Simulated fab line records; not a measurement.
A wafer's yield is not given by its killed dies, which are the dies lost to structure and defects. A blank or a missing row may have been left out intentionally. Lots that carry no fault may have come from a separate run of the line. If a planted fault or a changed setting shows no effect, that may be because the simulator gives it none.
fab line records + flow n5Finfet
record:
- lots: 4
- wafers: 12
- lastDay: 17
route steps=1938 shown BEOL_M4@1099 BEOL_M5@1112 BEOL_M14@1763 PASSIVATION@1936
lots that met no fault: from a run of the same line without faults
startH: hours from the record's first day to the start of the lot's first wafer shown + waitH: hours since the lot's step before + " as in the row above + L1.1+2: several wafers, shown together as one row + - no value, or no start given + * or withheld: withheld + < > ~ a bound
route shown NAME@n: a module of which the file shows steps, and the number in the route of the first + usual: mean/standard deviation taken from wafers without a fault + same: alike in all rows + chamber/n: place in a boat + sites: readings site by site + _std_site: standard deviation of those values + _edge_site: inner sites' mean taken away from outer sites' mean + radiusMm: how far each site lies from the wafer's centre + mask NAME#n: copy n + behind: the most recent tool/chamber to have shaped the wafer + hold: why the lot went on hold/how many hours it stayed there/how the hold came to an end + device: names the non-switching transistor (n, p or np) + end of line: tests of these same wafers at the route's end + a step without rows: its recipe alone + killed: at the first sort, the dies lost to defects and structure; wafer yield is something else + map: dies across one wafer; x = killed, . = not, _ = none there
set.NAME: the setting that was run; set.NAME@STEP: the one run at that earlier step + model.NAME: the simulator's own value behind a step, which no gauge read
certain route steps with their lots: each step a table, each wafer a row
services: from which hour (startH, from the record's first day; less than 0 if before it) a tool's chamber was out of use, for how many hours, and why
== steps ==
step: N5_BEOL_M4_ANNEAL_95
recipe:
- tempC: 400
- timeS: 240
- ambient: vacuum
step: N5_BEOL_M4_SPUTTER_96
recipe:
- material: Cu
- targetThkA: 45
- tempC: -20
- chamberPressurePa: 0.07
- powerW: withheld
- timeS: 8.29
step: N5_BEOL_M4_ECD_50
recipe:
- material: Cu
- targetThkA: 3000
step: N5_BEOL_M4_ANNEAL_51
recipe:
- tempC: 225
- timeS: 90
- ambient: N2
step: N5_BEOL_M4_CMP_52
recipe:
- stopOn: SiOC
- tOverpolishS: 6.8
- downForcePsi: 1
- platenRpm: 50
- clearingPlatenDownForcePsi: 1.5
- clearingPlatenRpm: 50
- postCmpClean: cuAlkaline
- targetThkNm: 40
- clearingPlatenPadVelocityMS: 0.99484
- padVelocityMS: 0.99484
step: N5_BEOL_M4_PRE_CLEAN_60
recipe:
- gas: NH3/H2
- timeS: 15
- tempC: *
- rfPowerW: 300
step: N5_BEOL_M4_CO_CAP_55
recipe:
- material: Co
- targetThkA: 20
- tempC: 200
- precursor: CCTBA/H2
- pressureTorr: 30
- timeS: 102.1
step: N5_BEOL_M4_PRE_CLEAN_56
recipe:
- gas: NH3
- timeS: 15
- tempC: withheld
- rfPowerW: 300
step: N5_BEOL_M4_DEP_57
recipe:
- material: SiCN
- targetThkA: 80
- tempC: withheld
- precursor: 3MS/NH3
- pressureTorr: 3
- rfW: 202
- timeS: 14
step: N5_BEOL_M4_RC_MEAS_101
usual:
- DIBL_N: 36.3/1.6
- DIBL_P: 36.2/2
- IOFF_N: 0.160/0.028
- IOFF_P: 0.21/0.036
- ION_N: 677/11
- ION_P: 465/6.9
- SS_N: 71.5/0.55
- SS_P: 73.3/0.64
- VT_N: 250/3
- VT_P: -250/3.5
| lot.wafer | tool      | chamber | startH | waitH | DIBL_N[mV/V] | DIBL_P[mV/V] | IOFF_N[nA/um] | IOFF_P[nA/um] | ION_N[uA/um] | ION_P[uA/um] | SS_N[mV/dec] | SS_P[mV/dec] | VT_N[mV] | VT_P[mV] |
|-----------|-----------|---------|--------|-------|--------------|--------------|---------------|---------------|--------------|--------------|--------------|--------------|----------|----------|
| L762.1    | prober-01 | 0       | 209.38 | 0.0   | 34.4         | 35.6         | 0.137         | 0.18          | 665          | 458          | 71.1         | 73.2         | 252      | -253     |
| L762.2    | "         | 0       | "      | "     | 36.5         | 37.3         | 0.181         | 0.21          | 681          | 461          | 71.5         | 73.4         | 246      | -250     |
| L762.6    | "         | 0       | "      | "     | 34.7         | 35.1         | 0.145         | 0.18          | 668          | 458          | 71.2         | 72.6         | 249      | -251     |
| L763.2    | prober-01 | 0       | 223.02 | 0.2   | 36.3         | 36.6         | 0.168         | 0.26          | 685          | 478          | 70.6         | 73.3         | 247      | -246     |
| L763.5    | "         | 0       | "      | "     | 36.5         | 36.7         | 0.166         | 0.27          | 673          | 465          | 71.0         | 73.2         | 249      | -245     |
| L763.6    | "         | 0       | "      | "     | 36.0         | 35.9         | 0.153         | 0.24          | 677          | 475          | 71.0         | 73.1         | 249      | -244     |
| L772.3    | prober-02 | 0       | 277.06 | 0.3   | 36.4         | 37.5         | 0.163         | 0.22          | 686          | 468          | 71.4         | 73.2         | 249      | -251     |
| L772.5    | "         | 0       | "      | "     | 33.8         | 33.3         | 0.114         | 0.17          | 658          | 459          | 70.8         | 72.3         | 256      | -254     |
| L772.6    | "         | 0       | "      | "     | 34.0         | 35.1         | 0.117         | 0.18          | 658          | 459          | 71.4         | 73.5         | 253      | -255     |
| L775.1    | prober-01 | 0       | 300.08 | 0.0   | 34.1         | 33.0         | 0.138         | 0.19          | 678          | 467          | 70.6         | 73.1         | 250      | -252     |
| L775.4    | "         | 0       | "      | "     | 34.9         | 32.7         | 0.140         | 0.18          | 689          | 464          | 71.3         | 73.0         | 252      | -251     |
| L775.6    | "         | 0       | "      | "     | 36.4         | 35.2         | 0.176         | 0.21          | 700          | 466          | 71.7         | 73.6         | 249      | -250     |
step: N5_BEOL_M5_ILD_DEP_00
recipe:
- material: SiCOH_lowk
- targetThkA: 1406.4
- tempC: 300
- precursor: DEMS/porogen
- pressureTorr: 5
- rfW: 500
- timeS: 25.9
step: N5_BEOL_M5_CURE_79
recipe:
- tempC: 385
- timeS: 240
- ambient: He/Ar
- material: SiCOH_lowk
step: N5_BEOL_M5_PECVD_70
recipe:
- material: SiO2
- targetThkA: 160
- tempC: 400
- precursor: TEOS/O2
- pressureTorr: 5.5
- rfW: 450
- teosFlowSccm: 53.8
- gas: O2
- flowSccm: 3000
- timeS: 18
step: N5_BEOL_M5_HM_DEP_02
recipe:
- material: TiN
- targetThkA: 200
- tempC: 25
- chamberPressurePa: 0.49996
step: N5_BEOL_M5_COAT_59
recipe:
- resist: SOC
- tempC: 250
- timeS: 60
- spinRpm: 1500
- resistThkNm: 60
step: N5_BEOL_M5_COAT_60
recipe:
- resist: SiARC
- tempC: 220
- timeS: 60
- spinRpm: 1500
- resistThkNm: 12
step: N5_BEOL_M5_COAT_71
recipe:
- resist: underlayer
- tempC: 205
- timeS: 60
- spinRpm: 1500
- resistThkNm: 5
step: N5_BEOL_M5_COAT_05
recipe:
- resist: CAR-EUV
- spinRpm: 1500
- resistThkNm: 30
step: N5_BEOL_M5_EBR_07
recipe:
- solvent: PGMEA
- ebrWidthMm: 1.5
step: N5_BEOL_M5_SOFTBAKE_06
recipe:
- tempC: 110
- timeS: 60
- resist: CAR-EUV
step: N5_BEOL_M5_EXPOSE_08
recipe:
- maskId: M5
- na: 0.33
- sourceShape: annular
- sigmaInner: 0.4
- sigmaOuter: 0.8
- polarization: unpolarized
- targetCdNm: 28
- doseMj: 35.75
step: N5_BEOL_M5_PEB_09
recipe:
- pebTempC: 100
- pebTimeS: 60
- resist: CAR-EUV
step: N5_BEOL_M5_DEVELOP_10
recipe:
- developTimeS: 30
- developer: TMAH
- resist: CAR-EUV
- rinseLiquid: surfactantRinse
- dry: airSpin
- devTempC: 23
step: N5_BEOL_M5_DESCUM_16
recipe:
- chemistry: O2
- timeS: 7
- sourcePowerW: 50
- biasPowerW: 20
- pressureMtorr: 20
- rfFrequencyHz: 2.712e+07
- tempC: 40
- resist: CAR-EUV
- o2FlowSccm: 225
step: N5_BEOL_M5_ETCH_72
recipe:
- chemistry: N2/H2
- target: underlayer
- targetDepthA: 65
- maskMaterial: CAR-EUV
- timeS: 5.2
- ionEnergyEv: 200
- pressureMtorr: 30
- sourceW: 840
- biasW: 150
- n2FlowSccm: 200
- h2FlowSccm: 200
- ends: cleared
step: N5_BEOL_M5_ETCH_61
recipe:
- chemistry: CF4
- target: SiARC
- targetDepthA: 156
- maskMaterial: CAR-EUV
- timeS: 26
- ionEnergyEv: 80
- pressureMtorr: 40
- sourceW: 545
- biasW: 36
- Ar_flow_sccm: 100
- cf4FlowSccm: 100
- ends: cleared
step: N5_BEOL_M5_ETCH_62
recipe:
- chemistry: N2/H2
- target: SOC
- targetDepthA: 750
- overetchA: 150
- maskMaterial: SiARC
- tempC: 40
- timeS: 112.5
- ionEnergyEv: 200
- pressureMtorr: 30
- sourceW: 840
- biasW: 150
- n2FlowSccm: 200
- h2FlowSccm: 200
step: N5_BEOL_M5_STRIP_63
recipe:
- chemistry: N2/H2
- tempC: 40
- n2FlowSccm: 200
- h2FlowSccm: 200
- rfFrequencyHz: 6e+07
step: N5_BEOL_M5_STRIP_73
recipe:
- chemistry: N2/H2
- tempC: 40
- n2FlowSccm: 200
- h2FlowSccm: 200
- rfFrequencyHz: 6e+07
step: N5_BEOL_M5_STRIP_64
recipe:
- chemistry: CF4
- resist: SiARC
- powerW: 300
- biasPowerW: 75
- pressureMtorr: 50
- cf4FlowSccm: 150
- rfFrequencyHz: 6e+07
step: N5_BEOL_M5_HM_OPEN_17
recipe:
- chemistry: Cl2/BCl3
- targetDepthA: 200
- overetchA: 60
- target: TiN
- maskMaterial: SOC
- ionEnergyEv: 150
- pressureMtorr: 10
- icpW: 1000
- biasW: 126
- Cl2_flow_sccm: 53.25
- bcl3FlowSccm: 21.75
- Ar_flow_sccm: 25
step: N5_BEOL_M5_STRIP_19
recipe:
- chemistry: O2
- powerW: 400
- tempC: 40
- pressureMtorr: 30
- rfFrequencyHz: 6e+07
- biasPowerW: 0
- overashFraction: 0.2
- o2FlowSccm: 225
step: N5_BEOL_M5_COAT_65
recipe:
- resist: SOC
- tempC: 250
- timeS: 60
- spinRpm: 1500
- resistThkNm: 60
step: N5_BEOL_M5_COAT_66
recipe:
- resist: SiARC
- tempC: 220
- timeS: 60
- spinRpm: 1500
- resistThkNm: 12
step: N5_BEOL_M14_SPUTTER_44
recipe:
- material: Ta
- targetThkA: 150
- tempC: 50
- biasV: 80
- powerW: 15000
- chamberPressurePa: 0.07
- timeS: 24.19
usual:
- biasV: 79.9/0.76
- cathodeDcPowerW: 15000/2.8
- susceptorTempC: 49.98/0.1
- throttleValvePct: 30.2/0.93
| lot.wafer | tool          | chamber | startH | waitH | biasV | cathodeDcPowerW | susceptorTempC | throttleValvePct |
|-----------|---------------|---------|--------|-------|-------|-----------------|----------------|------------------|
| L762.1    | pvdSputter-02 | -       | 289.42 | 0.0   | -     | -               | -              | -                |
| L762.2    | "             | -       | "      | "     | -     | -               | -              | -                |
| L762.6    | "             | -       | "      | "     | -     | -               | -              | -                |
| L763.2    | pvdSputter-02 | -       | 301.27 | 0.0   | -     | -               | -              | -                |
| L763.5    | "             | -       | "      | "     | -     | -               | -              | -                |
| L763.6    | "             | -       | "      | "     | -     | -               | -              | -                |
| L772.3    | pvdSputter-01 | -       | 352.62 | 0.0   | 79.6  | 14996           | 50.07          | 30.6             |
| L772.5    | "             | -       | "      | "     | 80.5  | 14998           | 49.99          | 30.8             |
| L772.6    | "             | -       | "      | "     | 79.4  | 14999           | 50.11          | 31.0             |
| L775.1    | pvdSputter-02 | -       | 383.54 | 0.0   | 80.5  | 15002           | 50.02          | 29.3             |
| L775.4    | "             | -       | "      | "     | 81.3  | 15000           | 50.11          | 29.3             |
| L775.6    | "             | -       | "      | "     | 80.5  | 15003           | 50.01          | 29.2             |
step: N5_BEOL_M14_CMP_49
recipe:
- stopOn: SiO2
- tOverpolishS: 5.2
- downForcePsi: 2
- platenRpm: 80
- clearingPlatenDownForcePsi: 2
- clearingPlatenRpm: 80
- postCmpClean: cuAlkaline
- targetThkNm: 560
- clearingPlatenPadVelocityMS: 1.5917
- padVelocityMS: 1.5917
usual:
- barrierFieldEndpointS: 11.49/0.25
- clearingPlatenDownForcePsi: 2.001/0.0039
- motorCurrentA: 8.9/0.91
- padLifeWafers: 859/570
| lot.wafer | tool   | chamber | startH | waitH | barrierFieldEndpointS | clearingPlatenDownForcePsi | motorCurrentA | padLifeWafers |
|-----------|--------|---------|--------|-------|-----------------------|----------------------------|---------------|---------------|
| L762.2    | cmp-04 | 0       | 290.10 | 0.2   | 6.04                  | 2.002                      | 9.3           | 1908          |
| L762.1    | "      | 2       | "      | "     | 6.05                  | 2.009                      | 8.7           | 1910          |
| L762.6    | "      | 1       | "      | "     | 5.85                  | 2.001                      | 8.3           | -             |
| L763.2    | cmp-01 | 1       | 302.43 | 0.3   | 5.71                  | 1.994                      | 9.6           | 319           |
| L763.5    | "      | 0       | "      | "     | 5.78                  | 1.995                      | 10.0          | -             |
| L763.6    | "      | 1       | "      | "     | 5.81                  | 1.998                      | 9.6           | -             |
| L772.3    | cmp-01 | 3       | 353.39 | 0.2   | 11.66                 | 2.002                      | 8.6           | 764           |
| L772.6    | "      | 1       | "      | "     | 11.94                 | 2.002                      | 9.8           | -             |
| L772.5    | "      | 2       | "      | "     | 11.35                 | 2.001                      | 9.0           | -             |
| L775.4    | cmp-01 | 2       | 384.48 | 0.2   | 11.51                 | 2.003                      | 8.2           | 986           |
| L775.1    | "      | 3       | "      | "     | 11.42                 | 2.005                      | 8.7           | 987           |
| L775.6    | "      | 0       | "      | "     | 11.54                 | 2.001                      | 9.4           | -             |
step: N5_PASSIVATION_PROBE_49
usual:
- defectLimitedYield: 91.2/1.5
- killed_at_M0_to_M3: 36/10
- killed_at_M4_up: 13/6
- killedAtContacts: 11/5.2
- killedAtFrontEnd: 40/11
- killedAtOther: 3.1/2.9
- killedDies: 104/17
- killedOnRim: 14/3.6
- killedOpen: 66/12
- killedShort: 34/7.7
- sort_bin_5_function: 5.1/0.91
- sort_bin_6_memory: 3.2/0.67
- sortNPass: 1076/17
- sortYieldPct: 91.2/1.5
same:
- grossDies: 1180
- killedAtBackSide: 0
- sort_bin_4_leakage[%]: 0
- sort_bin_8_speed[%]: 0
| lot.wafer | tool      | chamber | startH | waitH | defectLimitedYield[%] | killed_at_M0_to_M3 | killed_at_M4_up | killedAtContacts | killedAtFrontEnd | killedAtOther | killedDies | killedOnRim | killedOpen | killedShort | sort_bin_5_function[%] | sort_bin_6_memory[%] | sortNPass | sortYieldPct[%] |
|-----------|-----------|---------|--------|-------|-----------------------|--------------------|-----------------|------------------|------------------|---------------|------------|-------------|------------|-------------|------------------------|----------------------|-----------|-----------------|
| L762.1    | prober-01 | -       | 310.65 | 0.0   | 84.7                  | 30                 | 107             | 16               | 26               | 2             | 181        | 64          | 60         | 18          | 12.3                   | 2.7                  | 999       | 84.7            |
| L762.2    | prober-01 | -       | 310.70 | 0.1   | 85.0                  | 19                 | 113             | 18               | 26               | 1             | 177        | 61          | 41         | 21          | 11.9                   | 2.1                  | 1003      | 85.0            |
| L762.6    | prober-01 | -       | 310.90 | 0.3   | 86.4                  | 18                 | 101             | 8                | 32               | 2             | 161        | 53          | 41         | 21          | 11.3                   | 2.3                  | 1019      | 86.4            |
| L763.2    | prober-02 | -       | 327.25 | 0.2   | 81.6                  | 37                 | 132             | 8                | 39               | 1             | 217        | 71          | 62         | 24          | 14.9                   | 2.2                  | 963       | 81.6            |
| L763.5    | prober-02 | -       | 327.40 | 0.3   | 81.7                  | 27                 | 135             | 4                | 48               | 2             | 216        | 56          | 53         | 28          | 14.6                   | 2.4                  | 964       | 81.7            |
| L763.6    | prober-02 | -       | 327.45 | 0.4   | 83.2                  | 41                 | 113             | 10               | 33               | 1             | 198        | 56          | 53         | 37          | 13.3                   | 3.1                  | 982       | 83.2            |
| L772.3    | prober-01 | -       | 374.79 | 0.1   | 91.2                  | 44                 | 22              | 4                | 34               | 0             | 104        | 11          | 65         | 38          | 4.8                    | 3.5                  | 1076      | 91.2            |
| L772.5    | prober-01 | -       | 374.89 | 0.2   | 87.8                  | 43                 | 12              | 25               | 64               | 0             | 144        | 15          | 90         | 43          | 6.5                    | 4.5                  | 1036      | 87.8            |
| L772.6    | prober-01 | -       | 374.94 | 0.3   | 92.0                  | 24                 | 6               | 4                | 60               | 0             | 94         | 16          | 58         | 34          | 4.5                    | 3.1                  | 1086      | 92.0            |
| L775.1    | prober-01 | -       | 403.87 | 0.0   | 90.8                  | 36                 | 13              | 15               | 41               | 3             | 108        | 16          | 72         | 34          | 5.5                    | 3.2                  | 1072      | 90.8            |
| L775.4    | prober-01 | -       | 404.02 | 0.2   | 90.5                  | 45                 | 17              | 13               | 33               | 4             | 112        | 14          | 67         | 41          | 5.2                    | 3.9                  | 1068      | 90.5            |
| L775.6    | prober-01 | -       | 404.12 | 0.3   | 89.2                  | 37                 | 6               | 15               | 64               | 6             | 128        | 21          | 81         | 38          | 7.1                    | 2.9                  | 1052      | 89.2            |
killed by level:class
L762.1 BEOL_M14:areaSputter=99 MOL_CONTACT_COAG:geometricParticle:open=14 BEOL_M2:geometricParticle:open=9 BEOL_M3:geometricParticle:open=9 BEOL_M1:geometricParticle:open=6 DUMMY_GATE:geometricParticle:open=4 GATE_CUT:geometricParticle:short=4 BEOL_M0_SAQP:geometricParticle:open=4
L762.2 BEOL_M14:areaSputter=102 MOL_CONTACT_COAG:geometricParticle:open=12 HKMG_FIN:areaEtch=10 MOL_CONTACT_COAG:geometricParticle:short=6 BEOL_M2:geometricParticle:open=5 BEOL_M0_SAQP:geometricParticle:short=4 STI_FIN_REVEAL:geometricParticle:open=3 GATE_CUT:geometricParticle:short=3
L762.6 BEOL_M14:areaSputter=96 FIN_SAQP:geometricParticle:open=7 STI_FIN_REVEAL:geometricParticle:open=7 MOL_CONTACT_COAG:geometricParticle:open=7 FIN_SAQP:geometricParticle:short=6 BEOL_M1:geometricParticle:open=4 STARTING-WAFER:geometricParticle:short=3 STARTING-WAFER:geometricParticle:open=3
L763.2 BEOL_M14:areaSputter=117 HKMG_FIN:areaEtch=13 BEOL_M0_SAQP:geometricParticle:open=11 MOL_CONTACT_COAG:geometricParticle:open=8 BEOL_M2:geometricParticle:open=7 STI_FIN_REVEAL:geometricParticle:open=6 BEOL_M0_SAQP:geometricParticle:short=6 DUMMY_GATE:geometricParticle:open=5
L763.5 BEOL_M14:areaSputter=120 HKMG_FIN:areaEtch=14 STI_FIN_REVEAL:geometricParticle:open=8 BEOL_M1:geometricParticle:open=7 ILD0:geometricParticle:open=5 GATE_CUT:geometricParticle:short=5 FIN_SAQP:geometricParticle:open=4 DUMMY_GATE:geometricParticle:open=4
L763.6 BEOL_M14:areaSputter=103 BEOL_M0_SAQP:geometricParticle:short=12 MOL_CONTACT_COAG:geometricParticle:open=8 STI_FIN_REVEAL:geometricParticle:open=7 BEOL_M0_SAQP:geometricParticle:open=7 FIN_SAQP:geometricParticle:open=5 BEOL_M1:geometricParticle:open=5 BEOL_M2:geometricParticle:short=5
L772.3 STI_FIN_REVEAL:geometricParticle:open=12 BEOL_M0_SAQP:geometricParticle:short=10 BEOL_M0_SAQP:geometricParticle:open=9 FIN_SAQP:geometricParticle:short=7 BEOL_M1:geometricParticle:open=7 BEOL_M3:geometricParticle:open=6 BEOL_M6:geometricParticle:open=6 BEOL_M1:geometricParticle:short=5
L772.5 MOL_CONTACT_COAG:geometricParticle:open=23 STI_FIN_REVEAL:geometricParticle:open=14 FIN_SAQP:geometricParticle:open=10 FIN_SAQP:geometricParticle:short=10 BEOL_M3:geometricParticle:open=10 HKMG_FIN:areaEtch=9 BEOL_M0_SAQP:geometricParticle:short=8 GATE_CUT:geometricParticle:short=7
L772.6 STI_FIN_REVEAL:geometricParticle:open=15 FIN_SAQP:geometricParticle:short=12 FIN_SAQP:geometricParticle:open=11 BEOL_M0_SAQP:geometricParticle:open=6 BEOL_M0_SAQP:geometricParticle:short=6 DUMMY_GATE:geometricParticle:open=4 BEOL_M3:geometricParticle:open=4 FIN_CUT:geometricParticle:short=3
L775.1 FIN_SAQP:geometricParticle:open=15 MOL_CONTACT_COAG:geometricParticle:open=14 BEOL_M2:geometricParticle:open=11 FIN_SAQP:geometricParticle:short=9 BEOL_M4:geometricParticle:open=7 BEOL_M0_SAQP:geometricParticle:short=5 BEOL_M1:geometricParticle:open=4 BEOL_M0_SAQP:geometricParticle:open=4
L775.4 BEOL_M2:geometricParticle:open=13 BEOL_M0_SAQP:geometricParticle:short=12 MOL_CONTACT_COAG:geometricParticle:open=11 FIN_SAQP:geometricParticle:open=9 FIN_SAQP:geometricParticle:short=6 BEOL_M3:geometricParticle:open=6 BEOL_M4:geometricParticle:open=5 BEOL_M1:geometricParticle:open=4
L775.6 FIN_SAQP:geometricParticle:short=16 FIN_SAQP:geometricParticle:open=12 MOL_CONTACT_COAG:geometricParticle:open=10 STI_FIN_REVEAL:geometricParticle:open=8 BEOL_M0:geometricParticle:open=8 BEOL_M1:geometricParticle:open=8 BEOL_M3:geometricParticle:open=7 BEOL_M2:geometricParticle:open=5
map L762.1 (x killed, . not)
_________________x.xx.x...xxx________________
______________..xxx....x......x._____________
___________xx.x................x.xx__________
__________.xx.x........x...xx...x.xx_________
________x.......x.............x.x....._______
_______......x....x...........x..xx...x______
______.x....x.x..............x........x._____
_____...x........x.....................x.____
____...x.....................x....x.......___
___.............................xx...x...x.__
___x..x....x.....x.....x......x.....x.x...x__
__.x.............................x....x.x..._
__xxx............................x.x.......x_
_......xx.xx..........................x....x.
_x..x...................................xx...
_x...............x.........................xx
_..........x...........x.......x.......x.....
_...x..........................x..x..........
_xx........x............x....x...............
_x....x.....x.......x..........x..x.......x.x
_x.x......................x........x....x.xxx
__.x..x.......x...................xx.xx....._
__xx.x................x............xx......._
___xx......x.....................x...x.....__
___xx.x.xx...x....x....................x...__
____.......x..........x.................xx___
_____....x...x...x.................x..xx.____
______....................x............x_____
_______x..........................x....______
________x.....x........xx...........x._______
__________xx.x..x..............x...._________
___________x.....x......x...xx.x...__________
______________.xx..x.xxx......x._____________
_________________..x.x....xxx________________
map L763.2 (x killed, . not)
_________________x.x.xx...x.x________________
______________xx..........xxx.xx_____________
___________.....x.x.x........xx.xx.__________
__________x......x.........x..x....._________
________...x..............x......x...._______
_______xx.x.xx.x................xx....x______
______...xx.xx...x................x...x._____
_____.x...........x..x..xx............x..____
____.xx.x......x.........x.........x......___
___xx...x.............x...........x.....xxx__
___.xx..xx..........x................x..xx.__
__..x............x...x.......x.............._
__x..................................x....x._
_............x............xx..x...x....x.x.x.
_xx.x.............x...........x..........x...
_xxx...x...x....x................x...........
_x.xx..x....................................x
_.....x.............x.....................x.x
_.x.x..........x.......xx..............x...x.
_.x......x...............x............xx.....
_x.xx.x...........x......................x..x
__xxx.x.....x..x.....x.x.........x....xx..xx_
__x....................x.......x....x..xx..._
___x...x.......x.......x.x.................__
___xx.....xx..x......x...............x..x.x__
____x....................................x___
_____......x..................x........xx____
______.x.x....x....................x.x.x_____
_______xxxx.........................x.x______
________.x.x..x..x....x........xx...xx_______
__________..x.....x...x............._________
___________xx.x...x.x.......xxxx.xx__________
______________..xx..x....x.x.x.x_____________
_________________xxxxxxxx...x________________
== services ==
| tool          | chamber | startH | hours | kind                          |
|---------------|---------|--------|-------|-------------------------------|
| pvdSputter-01 | -       | 265.60 | 4.9   | repair                        |
| cmp-01        | -       | 294.79 | 0.3   | repair                        |
| cmp-04        | -       | 301.90 | 1.0   | repair                        |
| pvdSputter-02 | -       | 306.05 | 1.9   | repair                        |
| cmp-04        | -       | 309.92 | 4.0   | pm                            |
| cmp-04        | -       | 313.92 | -     | consumableReplace:conditioner |
| cmp-04        | -       | 313.92 | -     | consumableReplace:pad         |
| cmp-04        | -       | 339.29 | 2.1   | repair                        |
| cmp-04        | -       | 345.60 | 0.3   | repair                        |
| cmp-04        | -       | 368.89 | 0.9   | repair                        |
| cmp-01        | -       | 370.50 | 3.1   | repair                        |
| cmp-04        | -       | 380.09 | 1.4   | repair                        |
== key ==
firstSign:
- step: N5_BEOL_M14_SPUTTER_44
- reading: toolRecord
- direction: missing
effect:
- step: N5_BEOL_M14_CMP_49
- reading: barrierFieldEndpointS
- direction: down
- sigmas: 22
- usual: 11.49
- struck: 5.87
effect:
- step: N5_PASSIVATION_PROBE_49
- reading: killed_at_M4_up
- direction: up
- sigmas: 17
- usual: 13
- struck: 117
moreKillsBornAt:
- N5_BEOL_M14_SPUTTER_44@pvdSputter-02: 640
metAt N5_BEOL_M14_SPUTTER_44
struckWafers L762.1,L762.2,L762.6,L763.2,L763.5,L763.6
baselineLoss:
- step: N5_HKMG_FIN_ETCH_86
- wafers: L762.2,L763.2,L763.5
fault:
- kind: skippedStepWhole
- tool: pvdSputter-02
- chamber: -
- onsetH: 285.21
- steps: N5_BEOL_M14_SPUTTER_44
- scope: struckLotsOnly
baselineLoss: these wafers lose ten dies or more at that step, a loss of the line's own and not of a fault; the sort's usual values leave them out
